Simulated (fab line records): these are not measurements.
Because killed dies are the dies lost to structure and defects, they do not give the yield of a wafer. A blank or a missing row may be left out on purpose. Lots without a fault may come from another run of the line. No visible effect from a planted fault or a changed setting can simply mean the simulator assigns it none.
Chamber matching | flow n5 finfet | N5_BEOL_M0_ETCH_109 on rie diel-06: 4 sister chambers
The step etches SiCN in CH3F/O2, target depth 8 nm, overetch 2.4 nm, time 27.4 s. 4 wafers are shown with their chamber, then 7 later ones without.

WAFERS WITH THEIR CHAMBER
wafer  | chamber | drypump motor current A (A)
L075.6 | 0       | 6.3
L077.4 | 2       | 5.9
L083.2 | 1       | 6.5
L083.3 | 3       | 5.0

WAFERS MISSING THEIR CHAMBER
wafer  | drypump motor current A (A)
L083.4 | 5.9
L085.1 | 5.9
L085.3 | 6.4
L085.4 | 6.5
L090.1 | 6.5
L090.2 | 6.3
L090.3 | 5.9

WHICH CHAMBER EACH WENT THROUGH
wafer  | from the rows above     | in truth
L083.4 | 2                       | 2
L085.1 | 2                       | 2
L085.3 | can't be placed: 1 or 0 | 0
L085.4 | 1                       | 1
L090.1 | 1                       | 1
L090.2 | 0                       | 0
L090.3 | 2                       | 2
6 of 7 placed correctly. Unplaceable from these rows: 1, with the true chamber sitting among the candidates in 1. Wrongly placed: 0.
How it was worked out, from the rows above alone: a wafer's distance from a chamber is the root of the sum, over the readings, of the square of ((its reading less the chamber's mean) divided by the reading's scatter). The wafer belongs to the nearest chamber; if the next one is less than 2 further off, it can't be placed. A chamber's mean is the mean of its shown wafers. The scatter: root of mean squared gap, hidden wafer to nearest shown wafer, with one shown wafer a chamber.
